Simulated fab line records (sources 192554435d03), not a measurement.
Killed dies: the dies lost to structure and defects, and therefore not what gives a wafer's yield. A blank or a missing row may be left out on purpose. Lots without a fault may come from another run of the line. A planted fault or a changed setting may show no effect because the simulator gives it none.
fab line records	flow n5Finfet
[record] lots = 10	wafers = 30	lastDay = 19
route steps=1938 shown BEOL_M10@1483 PASSIVATION@1936
lots that met no fault: from a run of the same line without faults
startH: start of the lot's first displayed wafer, in hours after the record's first day	waitH: hours from the lot's prior step to this one	" same as the row above	L1.1+2: a row that stands for several wafers	- no value, or no start given	* or withheld: withheld	< > ~ a bound
route shown NAME@n: names a module that has steps shown in the file, with the first one's number in the route	usual: mean/standard deviation taken from wafers without a fault	same: alike in all rows	chamber/n: place in a boat	sites: the reading at each site	_std_site: standard deviation across them	_edge_site: mean of outer sites minus mean of inner sites	radiusMm: for every site, how far away it sits from the centre of the wafer	mask NAME#n: copy n	behind: the most recent tool/chamber to have shaped the wafer	hold: the reason the lot was held/the length of the hold in hours/how it ended	device: whichever transistor did not switch (one of n, p or np)	end of line: the same wafers' tests at the end of the route	where a step has no rows: the recipe by itself	killed: dies that structure and defects cost at the first sort, which is not the same as the wafer's yield	map: dies across one wafer; x = killed, . = not, _ = none there
set.NAME: the setting that was run; set.NAME@STEP: the one run at that earlier step	model.NAME: the simulator's own value behind a step, which no gauge read
route steps across a sampled set of lots; one table per step, one row per wafer
services: a tool's chamber out of use, with start hour (startH, from the record's first day; less than 0 if before it), hours out, and reason
[[steps]]
[step N5_BEOL_M10_CD_MEAS_11]
[recipe] targetCdNm = 64.1	landingEnergyEv = 500	detector = seInlens	polarity = opening
[usual] cdNm = 64.1/0.49
lot.wafer	tool	chamber	startH	waitH	cdNm
L938.2	cdSem-02	0	207.99	-	63.7
L938.3	"	0	"	"	64.2
L938.4	"	0	"	"	63.8
L940.2	cdSem-01	0	219.37	-	63.8
L940.3	"	0	"	"	64.6
L940.5	"	0	"	"	63.6
L939.4	cdSem-03	0	234.16	-	64.8
L939.5	"	0	"	"	64.4
L939.6	"	0	"	"	64.8
L942.1	cdSem-03	0	253.23	-	64.5
L942.3	"	0	"	"	64.2
L942.4	"	0	"	"	64.2
L949.1	cdSem-02	0	303.07	-	65.0
L949.2	"	0	"	"	64.8
L949.3	"	0	"	"	64.9
L951.2	cdSem-01	0	317.11	-	64.2
L951.4	"	0	"	"	63.8
L951.5	"	0	"	"	63.4
L956.2	cdSem-02	0	328.71	-	63.1
L956.5	"	0	"	"	63.7
L956.6	"	0	"	"	64.2
L955.1	cdSem-01	0	337.07	-	64.2
L955.3	"	0	"	"	64.2
L955.6	"	0	"	"	63.9
L958.1	cdSem-03	0	355.72	-	64.9
L958.2	"	0	"	"	64.8
L958.3	"	0	"	"	65.3
L960.4	cdSem-03	0	385.45	-	63.1
L960.5	"	0	"	"	63.6
L960.6	"	0	"	"	63.2
[step N5_BEOL_M10_EXPOSE_25]
[recipe] maskId = V9	na = 1.35	sourceShape = annular	sigmaInner = 0.5	sigmaOuter = 0.8	polarization = unpolarized	doseMj = 85.5
[usual] exposureDoseMJCm2 = 85.43/0.087
[same] na = 1.35
lot.wafer	tool	chamber	startH	waitH	mask	exposureDoseMJCm2
L938.2	arfiScanner-02	0	208.94	-	V9#0	85.34
L938.3	"	0	"	"	V9#0	85.28
L938.4	"	0	"	"	V9#0	85.43
L940.2	arfiScanner-02	0	220.66	-	V9#0	85.23
L940.3	"	0	"	"	V9#0	85.18
L940.5	"	0	"	"	V9#0	85.23
L939.4	arfiScanner-01	0	237.42	-	V9#0	85.50
L939.5	"	0	"	"	V9#0	85.42
L939.6	"	0	"	"	V9#0	85.50
L942.1	arfiScanner-03	0	255.30	-	V9#0	85.55
L942.3	"	0	"	"	V9#0	85.53
L942.4	"	0	"	"	V9#0	85.40
L949.1	arfiScanner-01	0	305.68	-	V9#0	85.51
L949.2	"	0	"	"	V9#0	85.44
L949.3	"	0	"	"	V9#0	85.49
L951.2	arfiScanner-01	0	318.14	-	V9#0	94.02
L951.4	"	0	"	"	V9#0	94.01
L951.5	"	0	"	"	V9#0	93.90
L956.2	arfiScanner-03	0	332.04	-	V9#0	85.38
L956.5	"	0	"	"	V9#0	85.51
L956.6	"	0	"	"	V9#0	85.25
L955.1	arfiScanner-01	0	337.77	-	V9#0	90.90
L955.3	"	0	"	"	V9#0	90.89
L955.6	"	0	"	"	V9#0	90.89
L958.1	arfiScanner-03	0	359.22	-	V9#0	85.42
L958.2	"	0	"	"	V9#0	85.37
L958.3	"	0	"	"	V9#0	85.53
L960.4	arfiScanner-03	0	387.69	-	V9#0	85.25
L960.5	"	0	"	"	V9#0	85.32
L960.6	"	0	"	"	V9#0	85.32
[step N5_BEOL_M10_CD_MEAS_28]
[recipe] targetCdNm = 70	landingEnergyEv = 500	detector = seInlens	polarity = opening
[usual] cdNm = 69.9/0.76
lot.wafer	tool	chamber	startH	waitH	cdNm
L938.2	cdSem-01	0	209.07	-	70.2
L938.3	"	0	"	"	70.2
L938.4	"	0	"	"	70.2
L940.2	cdSem-03	0	220.78	-	69.5
L940.3	"	0	"	"	71.0
L940.5	"	0	"	"	70.3
L939.4	cdSem-03	0	237.54	-	69.7
L939.5	"	0	"	"	68.8
L939.6	"	0	"	"	70.1
L942.1	cdSem-02	0	255.43	-	69.8
L942.3	"	0	"	"	70.1
L942.4	"	0	"	"	70.0
L949.1	cdSem-03	0	305.81	-	70.6
L949.2	"	0	"	"	71.3
L949.3	"	0	"	"	70.7
L951.2	cdSem-01	0	318.27	-	78.1
L951.4	"	0	"	"	76.5
L951.5	"	0	"	"	78.1
L956.2	cdSem-02	0	332.17	-	70.7
L956.5	"	0	"	"	71.1
L956.6	"	0	"	"	70.9
L955.1	cdSem-02	0	337.90	-	76.2
L955.3	"	0	"	"	76.4
L955.6	"	0	"	"	75.4
L958.1	cdSem-03	0	359.35	-	69.7
L958.2	"	0	"	"	68.8
L958.3	"	0	"	"	69.8
L960.4	cdSem-02	0	387.81	-	70.1
L960.5	"	0	"	"	70.3
L960.6	"	0	"	"	69.9
[step N5_BEOL_M10_DESCUM_33]
[recipe] chemistry = O2	timeS = 7.9	sourcePowerW = 50	biasPowerW = 20	pressureMtorr = 20	rfFrequencyHz = 2.712e+07	tempC = 40	resist = CAR-ArF	o2FlowSccm = 225
[usual] drypumpMotorCurrentA = 5.5/0.37	oesProductAu = 0.81/0.077	rfVppV = 243.4/1	showerheadPlenumPTorr = 2.11/0.053	throttleValvePct = 20.42/0.17
lot.wafer	tool	chamber	startH	waitH	drypumpMotorCurrentA	oesProductAu	rfHoursCounterH	rfVppV	showerheadPlenumPTorr	throttleValvePct
L938.2	rieDiel-02	1	209.15	0.0	4.7	0.82	104	245.4	2.11	20.66
L938.3	"	0	"	"	5.7	0.68	232	245.1	2.15	20.89
L938.4	"	3	"	"	5.1	0.72	184	244.2	2.16	20.34
L940.2	rieDiel-01	2	220.87	0.0	6.1	0.85	65	245.5	2.22	20.28
L940.3	"	0	"	"	5.3	0.85	73	244.6	2.20	20.20
L940.5	"	2	"	"	6.1	0.85	-	244.4	2.22	20.31
L939.4	rieDiel-02	2	237.62	0.0	5.5	0.71	199	244.6	2.08	20.43
L939.5	"	2	"	"	5.5	0.71	-	242.1	2.08	20.41
L939.6	"	3	"	"	5.1	0.72	-	245.0	2.16	20.33
L942.1	rieDiel-04	1	255.52	0.0	5.4	0.87	54	241.8	2.04	20.39
L942.3	"	2	"	"	5.4	0.82	94	243.2	2.12	20.52
L942.4	"	0	"	"	5.7	0.70	246	242.9	2.06	20.64
L949.1	rieDiel-04	1	306.37	0.5	5.4	0.83	71	243.4	2.04	20.41
L949.2	"	2	"	"	5.4	0.81	110	244.3	2.11	20.52
L949.3	"	0	"	"	5.8	0.96	8	241.3	2.06	20.26
L951.2	rieDiel-01	0	318.35	0.0	5.2	0.82	100	245.4	2.19	20.24
L951.4	"	2	"	"	6.1	0.81	97	243.9	2.21	20.35
L951.5	"	0	"	"	5.2	0.82	-	243.9	2.19	20.25
L956.2	rieDiel-02	2	332.25	0.0	5.5	0.69	230	242.8	2.07	20.48
L956.5	"	3	"	"	5.1	0.69	-	243.5	2.14	20.40
L956.6	"	2	"	"	5.5	0.69	-	241.2	2.07	20.45
L955.1	rieDiel-01	0	337.99	0.0	5.2	0.81	107	245.0	2.19	20.25
L955.3	"	3	"	"	5.7	0.82	91	241.6	2.03	20.34
L955.6	"	2	"	"	6.1	0.81	-	243.9	2.21	20.36
L958.1	rieDiel-01	3	359.85	0.5	5.7	0.81	99	242.3	2.02	20.35
L958.2	"	1	"	"	5.9	0.92	21	243.3	2.13	20.11
L958.3	"	2	"	"	6.1	0.81	110	245.4	2.20	20.37
L960.4	rieDiel-01	0	387.89	0.0	5.3	0.80	126	243.2	2.18	20.27
L960.5	"	2	"	"	6.0	0.80	-	245.4	2.20	20.41
L960.6	"	1	"	"	5.9	0.90	-	244.3	2.12	20.13
[step N5_BEOL_M10_ETCH_65]
[recipe] chemistry = CF4	target = SiARC	targetDepthA = 390	maskMaterial = CAR-ArF	timeS = 65	ionEnergyEv = 80	pressureMtorr = 40	sourceW = 545	biasW = 36	Ar_flow_sccm = 100	cf4FlowSccm = 100	ends = cleared
[usual] drypumpMotorCurrentA = 5.5/0.37	etchRfOnTimeS = 64.7/0.89	oesProductAu = 0.69/0.064	rfVppV = 184.2/1.1	showerheadPlenumPTorr = 2.16/0.052	throttleValvePct = 15.59/0.17
lot.wafer	tool	chamber	startH	waitH	drypumpMotorCurrentA	etchRfOnTimeS	oesProductAu	rfHoursCounterH	rfVppV	showerheadPlenumPTorr	throttleValvePct
L938.2	rieDiel-02	1	209.19	0.0	4.7	65.7	0.69	104	183.4	2.15	15.80
L938.3	"	0	"	"	5.7	63.8	0.59	232	184.0	2.19	16.06
L938.4	"	3	"	"	5.1	66.1	0.63	184	184.0	2.21	15.61
L940.2	rieDiel-01	2	220.90	0.0	6.1	64.1	0.73	65	185.5	2.25	15.37
L940.3	"	0	"	"	5.2	63.5	0.73	73	186.4	2.25	15.39
L940.5	"	2	"	"	6.1	64.4	0.73	-	184.9	2.25	15.38
L939.4	rieDiel-02	2	237.66	0.0	5.5	65.3	0.61	199	184.9	2.12	15.60
L939.5	"	2	"	"	5.5	65.4	0.61	-	185.4	2.12	15.59
L939.6	"	3	"	"	5.1	66.4	0.62	-	184.7	2.21	15.64
L942.1	rieDiel-04	1	255.55	0.0	5.5	63.9	0.73	54	182.6	2.09	15.54
L942.3	"	2	"	"	5.4	63.7	0.71	94	184.2	2.16	15.63
L942.4	"	0	"	"	5.7	64.7	0.59	246	183.9	2.11	15.86
L949.1	rieDiel-04	1	306.40	0.0	5.4	63.4	0.72	72	183.1	2.09	15.58
L949.2	"	2	"	"	5.4	63.5	0.69	110	184.2	2.16	15.65
L949.3	"	0	"	"	5.7	64.2	0.83	8	183.5	2.10	15.39
L951.2	rieDiel-01	0	318.39	0.0	5.3	64.3	0.70	100	185.8	2.24	15.45
L951.4	"	2	"	"	6.1	64.7	0.70	97	184.7	2.24	15.42
L951.5	"	0	"	"	5.2	64.2	0.71	-	184.7	2.24	15.43
L956.2	rieDiel-02	2	332.29	0.0	5.5	65.6	0.60	230	183.7	2.11	15.63
L956.5	"	3	"	"	5.1	66.6	0.59	-	185.1	2.20	15.72
L956.6	"	2	"	"	5.5	66.2	0.59	-	183.1	2.11	15.66
L955.1	rieDiel-01	0	338.02	0.0	5.2	65.0	0.70	107	186.0	2.24	15.45
L955.3	"	3	"	"	5.7	64.9	0.70	91	184.2	2.07	15.50
L955.6	"	2	"	"	6.1	65.5	0.69	-	184.8	2.24	15.44
L958.1	rieDiel-01	3	359.89	0.0	5.7	65.2	0.69	99	181.3	2.07	15.51
L958.2	"	1	"	"	5.9	65.8	0.78	21	184.1	2.18	15.30
L958.3	"	2	"	"	6.1	65.0	0.68	110	184.5	2.24	15.46
L960.4	rieDiel-01	0	387.92	0.0	5.3	65.4	0.68	126	186.1	2.24	15.50
L960.5	"	2	"	"	6.1	65.3	0.68	-	185.3	2.23	15.47
L960.6	"	1	"	"	5.9	64.9	0.75	-	185.7	2.18	15.34
[step N5_PASSIVATION_PROBE_49]
[usual] defectLimitedYield = 91.2/1.4	killed_at_M0_to_M3 = 34/10	killed_at_M4_up = 13/5.1	killedAtContacts = 12/6.5	killedAtFrontEnd = 41/11	killedAtOther = 4/3.3	killedDies = 104/16	killedOpen = 69/13	killedShort = 33/7	sort_bin_5_function = 5.1/0.91	sort_bin_6_memory = 3.3/0.69	sortNPass = 1076/16	sortYieldPct = 91.2/1.4
[same] grossDies = 1180	killedAtBackSide = 0	sort_bin_4_leakage[%] = 0	sort_bin_8_speed[%] = 0
lot.wafer	tool	chamber	startH	waitH	defectLimitedYield[%]	killed_at_M0_to_M3	killed_at_M4_up	killedAtContacts	killedAtFrontEnd	killedAtOther	killedDies	killedOpen	killedShort	sort_bin_5_function[%]	sort_bin_6_memory[%]	sortNPass	sortYieldPct[%]
L940.2	prober-01	-	274.35	0.1	91.2	45	6	17	35	1	104	73	31	5.2	3.6	1076	91.2
L940.3	prober-01	-	274.40	0.1	91.8	28	8	17	41	3	97	66	31	4.8	3.0	1083	91.8
L940.5	prober-01	-	274.50	0.2	91.4	37	7	15	40	3	102	68	34	4.9	3.4	1078	91.4
L939.4	prober-01	-	288.38	0.2	90.4	46	18	1	43	5	113	79	34	5.2	4.3	1067	90.4
L939.5	prober-01	-	288.43	0.2	90.2	42	27	15	31	1	116	76	40	5.3	4.5	1064	90.2
L939.6	prober-01	-	288.48	0.3	91.7	28	13	13	37	7	98	57	41	4.8	3.1	1082	91.7
L942.1	prober-01	-	312.24	0.0	94.5	30	6	4	25	0	65	44	21	3.0	2.4	1115	94.5
L942.3	prober-01	-	312.34	0.1	91.6	43	18	6	32	0	99	66	31	4.0	4.1	1081	91.6
L942.4	prober-01	-	312.39	0.2	90.2	48	18	20	29	1	116	76	35	5.5	4.1	1064	90.2
L951.2	prober-01	-	372.05	0.1	87.1	33	49	22	40	8	152	69	45	5.8	3.6	1028	87.1
L951.4	prober-01	-	372.15	0.2	91.9	40	9	7	37	2	95	57	31	3.7	3.2	1085	91.9
L951.5	prober-01	-	372.20	0.2	88.7	40	41	12	35	5	133	48	51	4.2	3.8	1047	88.7
L955.1	prober-02	-	388.21	0.0	90.8	24	16	15	52	1	108	77	29	5.3	3.4	1072	90.8
L955.3	prober-02	-	388.31	0.1	89.4	43	20	6	46	10	125	81	29	5.8	3.2	1055	89.4
L955.6	prober-02	-	388.46	0.3	89.5	41	23	16	38	6	124	84	31	6.0	3.4	1056	89.5
L958.1	prober-02	-	410.58	0.0	93.0	23	6	9	39	6	83	54	29	3.7	3.3	1097	93.0
L958.2	prober-02	-	410.63	0.1	92.0	28	12	6	47	1	94	68	25	5.2	2.5	1086	92.0
L958.3	prober-02	-	410.68	0.1	93.4	38	12	1	26	1	78	46	30	4.2	2.4	1102	93.4
// killed by level:class
L940.2 MOL_CONTACT_COAG:geometricParticle:open=13 STI_FIN_REVEAL:geometricParticle:open=10 FIN_SAQP:geometricParticle:open=8 BEOL_M0_SAQP:geometricParticle:short=8 BEOL_M3:geometricParticle:open=8 BEOL_M2:geometricParticle:open=7 BEOL_M0:geometricParticle:open=6 BEOL_M0_SAQP:geometricParticle:open=5
L940.3 STI_FIN_REVEAL:geometricParticle:open=14 MOL_CONTACT_COAG:geometricParticle:open=12 BEOL_M0_SAQP:geometricParticle:open=8 BEOL_M0_SAQP:geometricParticle:short=6 BEOL_M2:geometricParticle:open=6 FIN_SAQP:geometricParticle:short=5 MOL_CONTACT_COAG:geometricParticle:short=5 FIN_SAQP:geometricParticle:open=4
L940.5 BEOL_M0_SAQP:geometricParticle:open=14 MOL_CONTACT_COAG:geometricParticle:open=11 FIN_SAQP:geometricParticle:short=10 STI_FIN_REVEAL:geometricParticle:open=7 DUMMY_GATE:geometricParticle:open=6 BEOL_M1:geometricParticle:open=6 FIN_SAQP:geometricParticle:open=5 BEOL_M0_SAQP:geometricParticle:short=5
L939.4 BEOL_M3:geometricParticle:open=21 FIN_SAQP:geometricParticle:open=14 BEOL_M0_SAQP:geometricParticle:open=11 BEOL_M4:geometricParticle:open=8 STI_FIN_REVEAL:geometricParticle:open=7 GATE_CUT:geometricParticle:short=7 BEOL_M0_SAQP:geometricParticle:short=7 FIN_SAQP:geometricParticle:short=4
L939.5 BEOL_M4:geometricParticle:open=14 MOL_CONTACT_COAG:geometricParticle:open=11 BEOL_M4:geometricParticle:short=10 STI_FIN_REVEAL:geometricParticle:open=8 BEOL_M3:geometricParticle:open=8 BEOL_M1:geometricParticle:open=7 BEOL_M2:geometricParticle:open=7 BEOL_M0_SAQP:geometricParticle:short=6
L939.6 FIN_SAQP:geometricParticle:short=14 MOL_CONTACT_COAG:geometricParticle:open=11 FIN_SAQP:geometricParticle:open=9 BEOL_M4:geometricParticle:open=7 BEOL_M2:geometricParticle:open=7 BEOL_M0_SAQP:geometricParticle:open=5 BEOL_M1:geometricParticle:open=5 PASS1_CAP:geometricParticle:short=5
L942.1 BEOL_M0_SAQP:geometricParticle:open=8 BEOL_M3:geometricParticle:open=8 GATE_CUT:geometricParticle:open=4 FIN_SAQP:geometricParticle:short=3 DUMMY_GATE:geometricParticle:open=3 MOL_CONTACT_COAG:geometricParticle:open=3 GATE_CUT:geometricParticle:short=3 BEOL_M2:geometricParticle:open=3
L942.3 BEOL_M2:geometricParticle:open=12 BEOL_M0_SAQP:geometricParticle:open=11 BEOL_M0_SAQP:geometricParticle:short=9 FIN_SAQP:geometricParticle:short=7 FIN_SAQP:geometricParticle:open=5 MOL_CONTACT_COAG:geometricParticle:open=5 BEOL_M1:geometricParticle:short=5 BEOL_M4:geometricParticle:open=5
L942.4 MOL_CONTACT_COAG:geometricParticle:open=18 BEOL_M0_SAQP:geometricParticle:short=10 BEOL_M0_SAQP:geometricParticle:open=7 BEOL_M1:geometricParticle:open=7 BEOL_M2:geometricParticle:open=7 FIN_SAQP:geometricParticle:short=6 FIN_SAQP:geometricParticle:open=6 BEOL_M3:geometricParticle:open=6
L951.2 BEOL_M10:areaExpose=38 STI_FIN_REVEAL:geometricParticle:open=16 MOL_CONTACT_COAG:geometricParticle:open=15 BEOL_M0_SAQP:geometricParticle:open=10 BEOL_M0_SAQP:geometricParticle:short=8 FIN_SAQP:geometricParticle:open=7 MOL_CONTACT_COAG:geometricParticle:short=7 STI_FIN_REVEAL:geometricParticle:short=5
L951.4 BEOL_M0_SAQP:geometricParticle:short=11 FIN_SAQP:geometricParticle:open=8 STI_FIN_REVEAL:geometricParticle:open=8 BEOL_M1:geometricParticle:open=7 MOL_CONTACT_COAG:geometricParticle:open=6 BEOL_M0_SAQP:geometricParticle:open=6 BEOL_M2:geometricParticle:open=6 ILD0:geometricParticle:short=5
L951.5 BEOL_M10:areaExpose=34 BEOL_M0_SAQP:geometricParticle:short=14 MOL_CONTACT_COAG:geometricParticle:open=11 FIN_SAQP:geometricParticle:short=9 STI_FIN_REVEAL:geometricParticle:open=8 BEOL_M0_SAQP:geometricParticle:open=8 STI_FIN_REVEAL:geometricParticle:short=7 STARTING-WAFER:geometricParticle:short=5
L955.1 STI_FIN_REVEAL:geometricParticle:open=31 MOL_CONTACT_COAG:geometricParticle:open=11 BEOL_M4:geometricParticle:open=8 BEOL_M0_SAQP:geometricParticle:short=7 BEOL_M2:geometricParticle:open=7 FIN_SAQP:geometricParticle:short=6 MOL_CONTACT_COAG:geometricParticle:short=4 DUMMY_GATE:geometricParticle:open=3
L955.3 STI_FIN_REVEAL:geometricParticle:open=16 DUMMY_GATE:geometricParticle:open=9 BEOL_M2:geometricParticle:open=9 BEOL_M10:areaExpose=9 BEOL_M0_SAQP:geometricParticle:short=7 BEOL_M1:geometricParticle:open=7 BEOL_M4:geometricParticle:open=7 MOL_CONTACT_COAG:geometricParticle:open=6
L955.6 BEOL_M0_SAQP:geometricParticle:open=18 MOL_CONTACT_COAG:geometricParticle:open=14 STI_FIN_REVEAL:geometricParticle:open=11 BEOL_M0_SAQP:geometricParticle:short=11 BEOL_M4:geometricParticle:open=8 DUMMY_GATE:geometricParticle:open=6 HKMG_FIN:areaEtch=5 GATE_CUT:geometricParticle:short=4
L958.1 STI_FIN_REVEAL:geometricParticle:open=19 MOL_CONTACT_COAG:geometricParticle:open=9 FIN_SAQP:geometricParticle:open=6 BEOL_M0_SAQP:geometricParticle:short=5 BEOL_M3:geometricParticle:short=5 BEOL_M0_SAQP:geometricParticle:open=4 MIM_TOP:geometricParticle:short=4 STI_FIN_REVEAL:geometricParticle:short=3
L958.2 STI_FIN_REVEAL:geometricParticle:open=14 FIN_SAQP:geometricParticle:open=10 BEOL_M0_SAQP:geometricParticle:open=9 BEOL_M0_SAQP:geometricParticle:short=8 BEOL_M4:geometricParticle:open=8 MOL_CONTACT_COAG:geometricParticle:open=6 BEOL_M1:geometricParticle:open=6 ILD0:geometricParticle:open=5
L958.3 BEOL_M0_SAQP:geometricParticle:short=17 STI_FIN_REVEAL:geometricParticle:open=15 BEOL_M0_SAQP:geometricParticle:open=10 BEOL_M1:geometricParticle:open=6 BEOL_M4:geometricParticle:open=5 BEOL_M4:geometricParticle:short=5 STI_FIN_REVEAL:geometricParticle:short=2 ILD0:geometricParticle:short=2
[[services]]
tool	chamber	startH	hours	kind
arfiScanner-03	-	186.86	5.5	repair
arfiScanner-01	-	187.84	9.0	repair
rieDiel-02	3	195.74	3.8	repair
rieDiel-04	1	207.48	14.3	repair
rieDiel-04	-	209.64	0.6	repair
arfiScanner-03	-	212.20	1.3	pm
rieDiel-04	0	217.81	6.3	repair
arfiScanner-03	-	219.44	0.8	pm
rieDiel-02	2	227.15	4.2	repair
rieDiel-01	-	238.63	15.6	pm
rieDiel-02	2	252.28	2.4	repair
rieDiel-01	0	259.64	4.1	repair
rieDiel-02	-	260.12	2.8	pm
arfiScanner-03	-	268.85	1.0	pm
arfiScanner-01	-	275.29	12.3	repair
arfiScanner-01	-	290.93	1.3	pm
rieDiel-04	-	297.70	2.8	pm
arfiScanner-01	-	299.07	0.3	repair
rieDiel-01	-	310.45	2.8	pm
arfiScanner-01	-	318.60	1.0	pm
rieDiel-01	0	331.37	1.3	repair
rieDiel-01	-	334.23	0.9	repair
arfiScanner-03	-	337.21	0.9	repair
rieDiel-02	3	377.10	7.1	repair
[[key]]
[firstSign] step = N5_BEOL_M10_EXPOSE_25	reading = exposureDoseMJCm2	direction = up	sigmas = 80	usual = 85.43	struck = 92.43
[effect] step = N5_BEOL_M10_CD_MEAS_28	reading = cdNm	direction = up	sigmas = 9	usual = 69.9	struck = 76.8	through = controlLoop
[effect] step = N5_PASSIVATION_PROBE_49	reading = killed_at_M4_up	direction = up	sigmas = 2.6	usual = 13	struck = 26	wafersMoved = 2
metAt N5_BEOL_M10_EXPOSE_25
struckLots L951,L955
[loopTrim] step = N5_BEOL_M10_EXPOSE_25	setting = dose	lots = L955
notActingAt N5_BEOL_M10_CD_MEAS_11,N5_BEOL_M10_DESCUM_33,N5_BEOL_M10_ETCH_65
onsetBetween 305.68 318.14
[fault] kind = processParameterDrift	tool = arfiScanner-01	chamber = -	onsetH = 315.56	steps = N5_BEOL_M10_EXPOSE_25	channel = doseMj	offset = 8.5423	shape = step	actsIn = theseRecipesOnly	stated = 85.5
// loopTrim: a control loop set the setting to another value than it would have without faults
